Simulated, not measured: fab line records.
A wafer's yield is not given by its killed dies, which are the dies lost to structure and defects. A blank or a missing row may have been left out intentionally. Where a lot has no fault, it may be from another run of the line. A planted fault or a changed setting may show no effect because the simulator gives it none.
Split-lot trial :: flow n5-finfet :: 7 lots, 21 wafers read, on a route of 1938 steps

SPLIT DETAILS
At N5_MIM_TOP_LITHO_EXPOSE_05 (exposes mask MIM TOP, target cd 2000 nm), the setting dose-mj was moved away from the recipe's 20.5 on 5 of the 21 wafers read, by +2.0% to +3.8%. All remaining wafers had this setting at the recipe value.

FROM THE SPLIT TO THE READING: what the file shows between them, 3 steps
- N5_MIM_TOP_LITHO_PEB_06
- N5_MIM_TOP_LITHO_DEVELOP_07: develop time 60 s
- N5_MIM_TOP_LITHO_HARDBAKE_09: time 120 s

THE READING
cd-nm at N5_MIM_TOP_LITHO_CD_MEAS_08, given in nm (cd target 2000 nm). Fault-free wafers of this fab line usually give 2001.1 nm, standard deviation 1.8 nm.

wafer: L080.1
tool, chamber at the split: krf-scanner-02, 0
dose-mj as run: 21.27
against the recipe: +3.8%
cd-nm, nm: 1993.9
against lot-mates on the recipe: -7.7

wafer: L080.3
tool, chamber at the split: krf-scanner-02, 0
dose-mj as run: 21.27
against the recipe: +3.8%
cd-nm, nm: 1996.8
against lot-mates on the recipe: -4.8

wafer: L080.5
tool, chamber at the split: krf-scanner-02, 0
dose-mj as run: 20.5
against the recipe: recipe
cd-nm, nm: 2001.6
against lot-mates on the recipe: -

wafer: L079.1
tool, chamber at the split: krf-scanner-02, 0
dose-mj as run: 20.5
against the recipe: recipe
cd-nm, nm: 1997.7
against lot-mates on the recipe: -

wafer: L079.2
tool, chamber at the split: krf-scanner-02, 0
dose-mj as run: 20.92
against the recipe: +2.0%
cd-nm, nm: 1995.9
against lot-mates on the recipe: -2.2

wafer: L079.5
tool, chamber at the split: krf-scanner-02, 0
dose-mj as run: 20.5
against the recipe: recipe
cd-nm, nm: 1998.6
against lot-mates on the recipe: -

wafer: L084.2
tool, chamber at the split: krf-scanner-01, 0
dose-mj as run: 20.5
against the recipe: recipe
cd-nm, nm: 1999.4
against lot-mates on the recipe: -

wafer: L084.3
tool, chamber at the split: krf-scanner-01, 0
dose-mj as run: 20.5
against the recipe: recipe
cd-nm, nm: 2002.7
against lot-mates on the recipe: -

wafer: L084.4
tool, chamber at the split: krf-scanner-01, 0
dose-mj as run: 20.5
against the recipe: recipe
cd-nm, nm: 2000.7
against lot-mates on the recipe: -

wafer: L088.1
tool, chamber at the split: krf-scanner-02, 0
dose-mj as run: 20.5
against the recipe: recipe
cd-nm, nm: 2001.5
against lot-mates on the recipe: -

wafer: L088.3
tool, chamber at the split: krf-scanner-02, 0
dose-mj as run: 20.5
against the recipe: recipe
cd-nm, nm: 2001.9
against lot-mates on the recipe: -

wafer: L088.4
tool, chamber at the split: krf-scanner-02, 0
dose-mj as run: 20.5
against the recipe: recipe
cd-nm, nm: 2001.2
against lot-mates on the recipe: -

wafer: L091.3
tool, chamber at the split: krf-scanner-01, 0
dose-mj as run: 20.5
against the recipe: recipe
cd-nm, nm: 1999.5
against lot-mates on the recipe: -

wafer: L091.4
tool, chamber at the split: krf-scanner-01, 0
dose-mj as run: 20.5
against the recipe: recipe
cd-nm, nm: 1998.3
against lot-mates on the recipe: -

wafer: L091.6
tool, chamber at the split: krf-scanner-01, 0
dose-mj as run: 20.5
against the recipe: recipe
cd-nm, nm: 2000.1
against lot-mates on the recipe: -

wafer: L089.2
tool, chamber at the split: krf-scanner-02, 0
dose-mj as run: 20.5
against the recipe: recipe
cd-nm, nm: 1999.6
against lot-mates on the recipe: -

wafer: L089.3
tool, chamber at the split: krf-scanner-02, 0
dose-mj as run: 20.5
against the recipe: recipe
cd-nm, nm: 1998.6
against lot-mates on the recipe: -

wafer: L089.6
tool, chamber at the split: krf-scanner-02, 0
dose-mj as run: 20.5
against the recipe: recipe
cd-nm, nm: 2000.0
against lot-mates on the recipe: -

wafer: L096.1
tool, chamber at the split: krf-scanner-02, 0
dose-mj as run: 20.92
against the recipe: +2.0%
cd-nm, nm: 1999.2
against lot-mates on the recipe: -4.7

wafer: L096.3
tool, chamber at the split: krf-scanner-02, 0
dose-mj as run: 20.92
against the recipe: +2.0%
cd-nm, nm: 2000.2
against lot-mates on the recipe: -3.7

wafer: L096.4
tool, chamber at the split: krf-scanner-02, 0
dose-mj as run: 20.5
against the recipe: recipe
cd-nm, nm: 2003.9
against lot-mates on the recipe: -

THE FIT
A straight line over all 21 wafers: cd-nm changes by -1.22 nm for each +1% of dose-mj; r = -0.67; the points scatter about the line by 1.8 nm.
The same after taking each lot's own level away (the mean of its wafers on the recipe; 21 wafers): -1.68 nm for each +1%; r = -0.92; scatter 0.92 nm.
On that fit, the largest move of dose-mj shifts the reading by 6.3 nm.
The lots' own levels span 1998.15 to 2003.90 nm, that is 3.2 times the standard deviation above.
So the lot-to-lot level blurs the effect unless lot-mates are compared.
Check: for one of the wafers moved furthest among these (+3.8%), held out of the fit, the line's prediction against its lot-mates is -5.59 nm. It came out at -7.7 nm against them.

THE FILE'S OWN FIT
cd-nm changes by -1.64 nm for each +1% of dose-mj, r = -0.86.
